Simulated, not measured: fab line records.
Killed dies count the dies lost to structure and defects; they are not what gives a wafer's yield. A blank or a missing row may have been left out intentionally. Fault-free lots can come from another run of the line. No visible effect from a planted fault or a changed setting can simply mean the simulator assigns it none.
Which tool is to blame? + flow n5 finfet + 11 lots with 33 wafers sampled at 3 steps, on a route of 1938 steps

== WHAT THE GAUGES READ, wafer by wafer ==
N5_FIN_SAQP_OVL_MEAS_17.
| lot  | measured    | on         | FIN_CORE_OVL (nm) |
|------|-------------|------------|-------------------|
| L075 | day 2 04:06 | overlay-01 | 1.0 0.7 0.6       |
| L077 | day 2 15:31 | overlay-01 | -0.4 1.6 -0.3     |
| L079 | day 3 03:47 | overlay-01 | 2.1 1.9 2.0       |
| L082 | day 3 21:25 | overlay-01 | -0.4 0.4 -0.5     |
| L084 | day 4 09:38 | overlay-02 | -0.4 0.7 1.1      |
| L086 | day 4 22:14 | overlay-01 | 1.0 1.5 0.5       |
| L088 | day 5 10:07 | overlay-01 | 0.5 2.1 0.5       |
| L090 | day 5 21:50 | overlay-01 | 0.3 0.5 1.2       |
| L092 | day 6 10:14 | overlay-02 | 0.2 -0.5 -0.5     |
| L094 | day 6 23:01 | overlay-02 | -0.8 -0.2 -0.5    |
| L097 | day 7 15:50 | overlay-01 | 1.8 0.5 0.1       |

== WHICH TOOL RAN EACH LOT (tool, then ch and the chambers of the sampled wafers, then the start) ==
| lot  | N5_PMOS_HMC_CHANNEL_EPI_CMP_21 | N5_FIN_SAQP_PECVD_48           |
|------|--------------------------------|--------------------------------|
| L075 | cmp-03 ch 0,1, day 2 01:53     | pecvd-01 ch 0,1,2, day 2 03:27 |
| L077 | cmp-04 ch 2,3, day 2 13:13     | pecvd-03 ch 0,1,2, day 2 14:52 |
| L079 | cmp-01 ch 0,1,3, day 3 01:36   | pecvd-02 ch 0,1,2, day 3 03:08 |
| L082 | cmp-01 ch 0,3, day 3 19:05     | pecvd-03 ch 0,2, day 3 20:44   |
| L084 | cmp-03 ch 1,2,3, day 4 07:24   | pecvd-03 ch 1,2, day 4 08:59   |
| L086 | cmp-03 ch 0,2,3, day 4 20:05   | pecvd-01 ch 0,1,2, day 4 21:34 |
| L088 | cmp-01 ch 0,1,2, day 5 08:05   | pecvd-03 ch 0,1, day 5 09:27   |
| L090 | cmp-01 ch 0,2,3, day 5 19:25   | pecvd-01 ch 0,1,2, day 5 21:10 |
| L092 | cmp-03 ch 0,2,3, day 6 08:08   | pecvd-01 ch 0,1,2, day 6 09:35 |
| L094 | cmp-03 ch 0,2,3, day 6 20:55   | pecvd-03 ch 0,2, day 6 22:22   |
| L097 | cmp-03 ch 1,2, day 7 13:28     | pecvd-03 ch 0,2, day 7 15:18   |
- N5_PMOS_HMC_CHANNEL_EPI_CMP_21: polishes SiGe30, target thk 54 nm.
- N5_FIN_SAQP_PECVD_48: deposits SiNx from SiH4/NH3/N2, target thk 25 nm, time 22.1 s.

== THE ANSWER, worked out from the rows above alone ==
Rule: the usual values come from the lots themselves. Put in order of their means at a reading, lots are off if they are a third of the lots or fewer, leave a main group of 4 or more, and stand apart from it by a gap of 3 or more times the standard deviation of the main group's means; of several such gaps the widest counts. The tables above print the reading to a certain number of digits; a main group whose means all agree to those digits is not used. A lot without any number at a reading at which 4 lots or more have one is off too. Any other lot the step has rows for is counted as sound.
None of the lots is off at any reading shown; this tells nothing.

== WHAT THE SIMULATOR HAD PUT IN ==
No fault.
